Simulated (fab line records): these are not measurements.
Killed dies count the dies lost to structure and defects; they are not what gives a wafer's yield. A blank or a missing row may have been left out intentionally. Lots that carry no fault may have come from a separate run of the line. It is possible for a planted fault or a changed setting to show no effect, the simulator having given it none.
fab line records	flow nand-harc
record: lots: 11	wafers: 33	last-day: 24
route steps=1159 shown A_M0@1007 A_M1@1026 END@1159
lots that met no fault: from a run of the same line without faults
start-h: hours from the record's first day to the start of the lot's first wafer shown	wait-h: hours from the lot's prior step to this one	" repeats the value in the row above	L1.1+2: a single row standing in for several wafers	- no value present, or no start provided	* or withheld: withheld	< > ~ a bound
route shown NAME@n: names a module that has steps shown in the file, with the first one's number in the route	usual: mean/standard deviation of fault-free wafers	same: alike in all rows	chamber/n: place in a boat	sites: per-site readings	_std_site: how widely they spread, as a standard deviation	_edge_site: the outer-site mean with the inner-site mean subtracted	radius-mm: for every site, how far away it sits from the centre of the wafer	mask NAME#n: copy n	behind: the tool/chamber that last shaped the wafer	hold: why the lot went on hold/how many hours it stayed there/how the hold came to an end	device: the n, p or np transistor that did not switch	end of line: tests of these same wafers at the route's end	where a step has no rows: the recipe by itself	killed: at the first sort, the dies lost to defects and structure; wafer yield is something else	map: a wafer's dies, marking killed ones x, the rest . and places with no die _
set.NAME: the setting that was run; set.NAME@STEP: the one run at that earlier step	model.NAME: the simulator's own value behind a step, which no gauge read
route steps across a sampled set of lots; one table per step, one row per wafer
services: the hour from which a tool's chamber was out of use, counted from the record's first day as start-h (under 0 if before that day), plus the number of hours and why
== steps ==
step: NHARC_A_M0_DESCUM_14
recipe: time-s: 3	o2-flow-sccm: 200	ar-flow-sccm: 0	bias-power-w: 0	chemistry: O2
usual: drypump-motor-current-A: 5.7/0.32	mfc-ar-sccm: 0.005/0.0053	oes-product-au: 0.999/0.0073	rf-vpp-V: 57.8/0.8	showerhead-plenum-p-Torr: 1.94/0.079	throttle-valve-pct: 11.312/0.0092
lot.wafer	tool	chamber	start-h	wait-h	drypump-motor-current-A	mfc-ar-sccm	oes-product-au	rf-hours-counter-h	rf-vpp-V	showerhead-plenum-p-Torr	throttle-valve-pct
L621.3	rie-diel-06	2	406.59	0.1	5.9	0	0.986	12	58.6	1.97	11.322
L621.1	"	0	"	"	5.3	0.005	1.002	14	57.4	2.03	11.316
L621.5	"	2	"	"	5.8	0	0.989	-	57.5	1.97	11.307
L624.2	rie-diel-06	1	451.95	0.1	5.6	0.006	1.010	2	56.1	1.93	11.314
L624.5	"	1	"	"	5.6	0.006	1.006	-	58.5	1.93	11.316
L624.6	"	2	"	"	5.9	0	0.996	-	57.6	1.97	11.298
L627.4	rie-diel-06	0	452.39	0.1	5.3	0.005	0.989	2	58.2	2.02	11.307
L627.1	"	1	"	"	5.6	0.006	1.000	2	58.8	1.93	11.325
L627.3	"	2	"	"	5.9	0	0.988	2	57.3	1.97	11.317
L629.3	rie-diel-09	3	473.26	0.1	5.4	0.008	0.998	2	57.8	1.93	11.321
L629.2	"	0	"	"	6.4	0	0.997	2	57.6	1.93	11.316
L629.1	"	2	"	"	6.0	0	1.010	3	58.7	1.88	11.311
L633.4	rie-diel-05	0	490.73	0.1	5.4	0	0.993	10	57.2	2.06	11.321
L633.5	"	1	"	"	5.9	0	0.985	-	56.9	1.82	11.318
L633.6	"	2	"	"	5.8	0.007	0.990	-	57.3	1.82	11.328
L630.4	rie-diel-09	1	491.58	0.1	6.1	0	1.005	5	59.0	2.04	11.330
L630.1	"	3	"	"	5.4	0.008	1.002	3	57.8	1.93	11.319
L630.6	"	2	"	"	6.0	0	1.005	-	58.3	1.88	11.300
L635.2	rie-diel-09	0	522.17	0.1	6.5	0	1.009	5	57.5	1.93	11.320
L635.6	"	3	"	"	5.4	0.008	1.008	-	58.1	1.93	11.306
L635.5	"	0	"	"	6.4	0	1.007	-	57.7	1.93	11.305
L638.1	rie-diel-05	2	528.15	0.1	5.7	0.007	1.005	0	58.4	1.82	11.314
L638.2	"	3	"	"	6.0	0.018	1.007	0	58.5	1.94	11.310
L638.4	"	0	"	"	5.4	0	1.004	-	58.9	2.06	11.314
L639.2	rie-diel-06	1	528.42	0.1	5.6	0.006	1.006	8	58.4	1.92	11.299
L639.3	"	2	"	"	5.8	0	0.999	8	57.6	1.97	11.321
L639.4	"	0	"	"	5.3	0.005	0.988	9	58.9	2.02	11.322
L637.3	rie-diel-06	0	540.39	0.1	5.3	0.005	0.990	9	56.5	2.02	11.339
L637.4	"	2	"	"	5.9	0	0.989	8	58.7	1.97	11.316
L637.6	"	1	"	"	5.6	0.006	0.987	-	57.7	1.92	11.293
L640.1	rie-diel-06	0	541.15	0.1	5.3	0.005	0.996	9	58.2	2.02	11.308
L640.4	"	1	"	"	5.6	0.006	1.008	8	59.2	1.92	11.323
L640.5	"	2	"	"	5.8	0	1.000	-	58.6	1.97	11.302
step: NHARC_A_M0_STRIP_18
recipe: power-w: 1000	n2-flow-sccm: 150	h2-flow-sccm: 150	ar-flow-sccm: 0	bias-w: 0	chemistry: N2/H2
usual: drypump-motor-current-A: 5.8/0.32	mfc-ar-sccm: 0.005/0.006	oes-product-au: 0.999/0.0078	rf-vpp-V: 90.7/0.9	showerhead-plenum-p-Torr: 2.06/0.089	throttle-valve-pct: 14.172/0.0098
lot.wafer	tool	chamber	start-h	wait-h	drypump-motor-current-A	mfc-ar-sccm	oes-product-au	rf-hours-counter-h	rf-vpp-V	showerhead-plenum-p-Torr	throttle-valve-pct
L621.3	rie-diel-05	2	407.02	0.1	5.8	0.007	1.003	3	90.8	1.94	14.186
L621.1	"	3	"	"	6.0	0.018	0.996	4	90.3	2.07	14.185
L621.5	"	3	"	"	6.0	0.018	0.998	-	90.7	2.07	14.160
L624.2	rie-diel-05	2	452.35	0.1	5.8	0.007	1.000	7	90.6	1.94	14.167
L624.6	"	1	"	"	5.9	0	1.002	-	89.7	1.94	14.174
L624.5	"	2	"	"	5.8	0.007	1.005	-	90.1	1.94	14.168
L627.3	rie-diel-09	0	452.76	0.1	6.4	0	0.991	1	90.9	2.06	14.189
L627.1	"	1	"	"	6.1	0	1.000	1	90.6	2.18	14.161
L627.4	"	2	"	"	6.0	0	1.000	1	89.1	2.00	14.169
L629.2	rie-diel-06	3	473.63	0.1	5.6	0.013	0.999	4	90.1	1.96	14.173
L629.3	"	0	"	"	5.3	0.005	0.991	3	91.8	2.16	14.163
L629.1	"	1	"	"	5.6	0.006	0.988	3	89.5	2.05	14.177
L633.4	rie-diel-06	3	491.10	0.1	5.6	0.013	1.001	6	90.2	1.95	14.190
L633.5	"	2	"	"	5.9	0	0.993	-	91.7	2.10	14.176
L633.6	"	3	"	"	5.6	0.013	0.998	-	90.3	1.95	14.161
L630.1	rie-diel-09	3	491.96	0.1	5.4	0.008	1.012	4	90.9	2.06	14.173
L630.4	"	2	"	"	6.0	0	1.009	4	92.0	2.00	14.166
L630.6	"	0	"	"	6.4	0	1.008	-	91.1	2.06	14.170
L635.2	rie-diel-09	2	522.58	0.1	6.0	0	0.997	6	89.7	2.00	14.173
L635.6	"	0	"	"	6.4	0	1.008	-	88.5	2.06	14.172
L635.5	"	1	"	"	6.1	0	1.004	-	91.0	2.17	14.176
L638.2	rie-diel-05	2	528.56	0.1	5.8	0.007	1.013	0	89.9	1.94	14.174
L638.1	"	0	"	"	5.5	0	1.005	0	92.7	2.20	14.171
L638.4	"	3	"	"	6.0	0.018	1.014	-	91.6	2.07	14.157
L639.3	rie-diel-09	2	528.82	0.1	6.0	0	0.992	6	91.4	2.00	14.175
L639.2	"	3	"	"	5.4	0.008	0.985	5	89.9	2.06	14.183
L639.4	"	0	"	"	6.4	0	1.001	6	91.0	2.06	14.174
L637.3	rie-diel-09	3	540.76	0.1	5.4	0.008	1.008	6	89.6	2.06	14.173
L637.4	"	0	"	"	6.5	0	1.000	6	90.7	2.06	14.161
L637.6	"	3	"	"	5.4	0.008	0.998	-	91.6	2.06	14.162
L640.1	rie-diel-09	2	541.51	0.1	6.0	0	1.002	7	90.7	2.00	14.171
L640.4	"	0	"	"	6.4	0	0.994	6	89.8	2.06	14.174
L640.5	"	3	"	"	5.4	0.008	0.991	-	90.7	2.05	14.162
step: NHARC_A_M1_DEP_00
recipe: target-thk-a: 1825	target-thk-nm: 182.5	temp-c: withheld	pressure-torr: 5	flow-sccm: 200	rf-w: 600	material: SiOC
usual: chamber-pressure-Torr: 5.000/0.0096	rf-fwd-power-W: 598.7/1.7
lot.wafer	tool	chamber	start-h	wait-h	chamber-pressure-Torr	rf-fwd-power-W
L621.3	pecvd-02	0	409.75	-	5.002	599.3
L621.1	"	2	"	"	4.995	594.2
L621.5	"	1	"	"	4.991	597.9
L624.2	pecvd-02	0	455.55	-	5.016	595.7
L624.6	"	0	"	"	5.013	599.5
L624.5	"	1	"	"	5.003	598.8
L627.3	pecvd-03	1	455.85	-	4.997	599.7
L627.1	"	2	"	"	4.995	598.2
L627.4	"	2	"	"	5.002	598.0
L629.3	pecvd-02	1	476.27	-	-	-
L629.2	"	2	"	"	-	-
L629.1	"	0	"	"	-	-
L633.6	pecvd-03	1	493.87	-	-	-
L633.5	"	2	"	"	-	-
L633.4	"	0	"	"	-	-
L630.1	pecvd-03	2	494.86	-	4.985	600.4
L630.4	"	1	"	"	4.996	599.8
L630.6	"	2	"	"	4.995	603.5
L635.2	pecvd-03	0	527.32	-	5.005	599.7
L635.6	"	0	"	"	5.000	600.6
L635.5	"	2	"	"	5.009	599.6
L638.2	pecvd-03	2	531.33	-	4.997	598.8
L638.1	"	0	"	"	4.987	597.3
L638.4	"	1	"	"	4.990	598.5
L639.3	pecvd-04	2	531.49	-	5.008	598.6
L639.2	"	0	"	"	4.986	596.0
L639.4	"	2	"	"	5.005	599.2
L637.3	pecvd-03	1	543.49	-	5.010	597.9
L637.4	"	1	"	"	5.009	596.5
L637.6	"	2	"	"	4.987	601.3
L640.1	pecvd-03	0	544.23	-	4.993	600.8
L640.4	"	0	"	"	4.999	602.2
L640.5	"	1	"	"	5.008	598.4
step: NHARC_A_M1_DESCUM_14
recipe: time-s: 3	o2-flow-sccm: 200	ar-flow-sccm: 0	bias-power-w: 0	chemistry: O2
usual: drypump-motor-current-A: 5.6/0.45	mfc-ar-sccm: 0.014/0.016	oes-product-au: 1.000/0.0073	rf-vpp-V: 57.6/0.92	showerhead-plenum-p-Torr: 1.89/0.081	throttle-valve-pct: 11.312/0.0087
lot.wafer	tool	chamber	start-h	wait-h	drypump-motor-current-A	mfc-ar-sccm	oes-product-au	rf-hours-counter-h	rf-vpp-V	showerhead-plenum-p-Torr	throttle-valve-pct
L621.3	rie-diel-11	2	410.79	0.1	5.1	0.039	0.997	2.1	57.9	1.78	11.318
L621.1	"	3	"	"	5.4	0	0.986	2.4	58.6	1.98	11.310
L621.5	"	0	"	"	5.9	0	1.006	-	60.2	1.98	11.314
L624.2	rie-diel-11	1	456.62	0.1	5.8	0	0.996	5.4	57.9	1.86	11.302
L624.6	"	2	"	"	5.1	0.039	0.997	-	57.7	1.77	11.318
L624.5	"	1	"	"	5.8	0	1.002	-	57.0	1.86	11.311
L627.3	rie-diel-12	1	456.87	0.1	5.5	0.032	0.990	1.2	56.4	1.83	11.315
L627.1	"	2	"	"	5.7	0.044	0.990	1.2	57.3	1.79	11.307
L627.4	"	3	"	"	5.9	0.017	0.998	1.5	57.9	1.93	11.303
L629.1	rie-diel-10	3	477.31	0.1	5.6	0	1.006	8.1	56.7	1.80	11.300
L629.2	"	0	"	"	5.9	0	1.010	8.6	56.6	1.81	11.313
L629.3	"	1	"	"	6.4	0	1.010	7.9	59.1	1.95	11.311
L633.4	rie-diel-10	0	494.77	0.1	5.9	0	0.995	9.1	58.6	1.81	11.302
L633.5	"	2	"	"	4.7	0.016	1.003	-	59.7	1.98	11.317
L633.6	"	3	"	"	5.6	0	0.993	-	57.2	1.80	11.316
L630.1	rie-diel-11	0	495.67	0.1	5.9	0	0.996	8.3	58.9	1.98	11.296
L630.4	"	1	"	"	5.8	0	1.003	8.2	57.9	1.86	11.298
L630.6	"	0	"	"	5.9	0	0.997	-	57.4	1.98	11.316
L635.2	rie-diel-11	1	528.36	0.1	5.8	0	1.023	9.5	58.7	1.86	11.323
L635.5	"	2	"	"	5.1	0.039	1.014	-	56.9	1.77	11.311
L635.6	"	3	"	"	5.4	0	0.996	-	57.7	1.98	11.307
L638.4	rie-diel-11	2	532.35	0.1	5.1	0.039	1.001	9.1	57.8	1.77	11.311
L638.1	"	3	"	"	5.4	0	0.997	11.1	59.9	1.98	11.326
L638.2	"	1	"	"	5.8	0	1.008	9.6	58.2	1.86	11.306
L639.4	rie-diel-12	0	532.53	0.1	6.0	0.020	0.998	3.6	58.3	1.97	11.311
L639.3	"	2	"	"	5.7	0.044	1.012	3.3	57.7	1.79	11.311
L639.2	"	3	"	"	5.9	0.017	0.994	3.6	58.5	1.93	11.318
L637.4	rie-diel-12	2	544.46	0.1	5.7	0.044	1.004	3.8	57.1	1.79	11.312
L637.3	"	0	"	"	6.0	0.020	1.002	4.0	59.9	1.97	11.301
L637.6	"	3	"	"	6.0	0.017	1.002	-	56.9	1.93	11.302
L640.4	rie-diel-12	0	545.09	0.1	6.0	0.020	0.994	4.0	56.9	1.97	11.330
L640.1	"	2	"	"	5.7	0.044	0.996	3.8	57.8	1.79	11.317
L640.5	"	0	"	"	6.0	0.020	0.997	-	58.2	1.97	11.309
step: NHARC_END_SORT_01
recipe: temp-c: 25
usual: defect-limited-yield: 95.6/1.3	killed-at-array: 26/8.6	killed-at-other: 0.7/0.97	killed-at-periphery: 3.2/2.2	killed-dies: 30/8.9	killed-open: 3.1/1.8	killed-short: 2.2/1.8	sort_bin_2_pct: 1.4/0.58	sort_bin_3_pct: 0.24/0.18	sort_bin_4_pct: 2.8/0.9	sort-n-pass: 647/8.9	sort-rim-yield-pct: 95.5/2.5	sort-yield-pct: 95.6/1.3
same: gross-dies: 677	sort_bin_5_pct[%]: 0	sort_bin_6_pct[%]: 0	sort_bin_7_pct[%]: 0	sort_bin_8_pct[%]: 0	sort-rim-n-gross: 106.00
lot.wafer	tool	chamber	start-h	wait-h	defect-limited-yield[%]	killed-at-array	killed-at-other	killed-at-periphery	killed-dies	killed-open	killed-short	sort_bin_2_pct[%]	sort_bin_3_pct[%]	sort_bin_4_pct[%]	sort-n-pass	sort-rim-yield-pct[%]	sort-yield-pct[%]
L629.1	prober-01	0	512.19	2.5	0	674	1	2	677	5	1	97.3	0	2.7	0	0	0
L629.2	prober-01	0	513.00	2.8	0	673	1	3	677	1	2	96.8	0.15	3.1	0	0	0
L629.3	prober-01	0	513.81	3.1	0	669	1	7	677	3	4	96.2	0.15	3.7	0	0	0
L633.4	prober-01	0	535.09	3.4	0	668	4	5	677	4	3	94.7	0.59	4.7	0	0	0
L633.5	prober-01	0	535.91	3.7	0	672	2	3	677	4	2	94.8	0.30	4.9	0	0	0
L633.6	prober-01	0	536.72	4.1	0	670	3	4	677	3	1	96.3	0.44	3.2	0	0	0
killed by level:class
L629.1 A_M1:area-dep=643 A_SLIT:chamber-film-flake=13 A_CONTACT:chamber-film-flake=6 A_STAIRCASE:chamber-film-flake=4 P_ZERO_WELL:chamber-film-flake=2 A_CHANNEL_HOLE_D1:chamber-film-flake=2 A_SGD_CUT:geometric-particle:open=1 A_WL_FILL:geometric-particle:open=1
L629.2 A_M1:area-dep=640 A_SLIT:chamber-film-flake=21 A_STAIRCASE:chamber-film-flake=6 A_CHANNEL_HOLE_D1:chamber-film-flake=2 A_CONTACT:chamber-film-flake=2 P_M0:geometric-particle:short=1 P_M0:geometric-particle:open=1 A_CHANNEL_HOLE_D1:geometric-particle:short=1
L629.3 A_M1:area-dep=641 A_SLIT:chamber-film-flake=12 A_STAIRCASE:chamber-film-flake=6 A_CHANNEL_HOLE_D1:chamber-film-flake=4 P_ZERO_WELL:chamber-film-flake=3 A_CHANNEL_FILL_D1:geometric-particle:short=2 P_STI:geometric-particle:short=1 P_STI:geometric-particle:open=1
L633.4 A_M1:area-dep=623 A_CHANNEL_HOLE_D1:chamber-film-flake=18 A_SLIT:chamber-film-flake=15 A_CONTACT:chamber-film-flake=5 P_M2:chamber-film-flake=4 THIN_TSV:chamber-film-flake=4 A_ONON_D1:geometric-particle:open=2 P_M0:geometric-particle:open=1
L633.5 A_M1:area-dep=620 A_SLIT:chamber-film-flake=18 A_CHANNEL_HOLE_D1:chamber-film-flake=17 A_CONTACT:chamber-film-flake=10 A_CHANNEL_FILL_D1:geometric-particle:short=2 A_STAIRCASE:chamber-film-flake=2 A_WL_FILL:chamber-film-flake=2 P_GATE:geometric-particle:open=1
L633.6 A_M1:area-dep=634 A_CHANNEL_HOLE_D1:chamber-film-flake=20 A_SLIT:chamber-film-flake=9 A_CONTACT:chamber-film-flake=6 THIN_TSV:chamber-film-flake=2 P_GATE:geometric-particle:open=1 P_M2:geometric-particle:open=1 A_SGD_CUT:geometric-particle:short=1
== services ==
tool	chamber	start-h	hours	kind
pecvd-04	-	386.99	13.0	pm
rie-diel-06	3	393.45	17.7	repair
pecvd-03	-	402.28	0.4	repair
rie-diel-06	-	418.20	9.0	pm
rie-diel-11	2	427.88	8.1	repair
rie-diel-09	-	431.28	9.0	pm
rie-diel-11	3	433.79	7.4	repair
rie-diel-10	-	452.47	0.6	repair
rie-diel-11	0	455.08	2.8	repair
rie-diel-10	1	458.11	7.9	repair
rie-diel-10	-	460.29	3.4	repair
rie-diel-11	0	462.87	3.9	repair
rie-diel-12	-	470.29	0.4	repair
pecvd-03	-	473.14	13.0	pm
rie-diel-10	0	473.41	1.3	repair
rie-diel-05	2	511.64	5.6	repair
pecvd-02	-	515.34	13.0	pm
rie-diel-05	-	517.60	9.0	pm
rie-diel-12	0	521.28	2.5	repair
rie-diel-10	-	530.50	9.0	pm
rie-diel-05	-	532.17	21.3	repair
pecvd-02	-	532.74	1.0	repair
pecvd-02	2	536.92	14.3	repair
rie-diel-11	-	543.50	9.0	pm
== key ==
first-sign: step: NHARC_A_M1_DEP_00	reading: tool-record	direction: missing
effect: step: NHARC_END_SORT_01	reading: sort_bin_2_pct	direction: up	sigmas: 99+	usual: 1.4	struck: 96.0
more-kills-born-at: NHARC_A_M1_DEP_00@pecvd-02: 1924	NHARC_A_M1_DEP_00@pecvd-03: 1877
met-at NHARC_A_M1_DEP_00
struck-lots L629,L633
later-rows-left-out L629.1,L629.2,L629.3,L633.4,L633.5,L633.6
not-acting-at NHARC_A_M0_DESCUM_14,NHARC_A_M0_STRIP_18,NHARC_A_M1_DESCUM_14
onset-between 455.85 476.27
fault: kind: skipped-step-whole	tool: pecvd-02,pecvd-03	chamber: -	onset-h: 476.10	steps: NHARC_A_M1_DEP_00	scope: struck-lots-only
later-rows-left-out: the simulator's readings of these wafers behind a module that went badly wrong aren't trusted and aren't shown, but for the sort
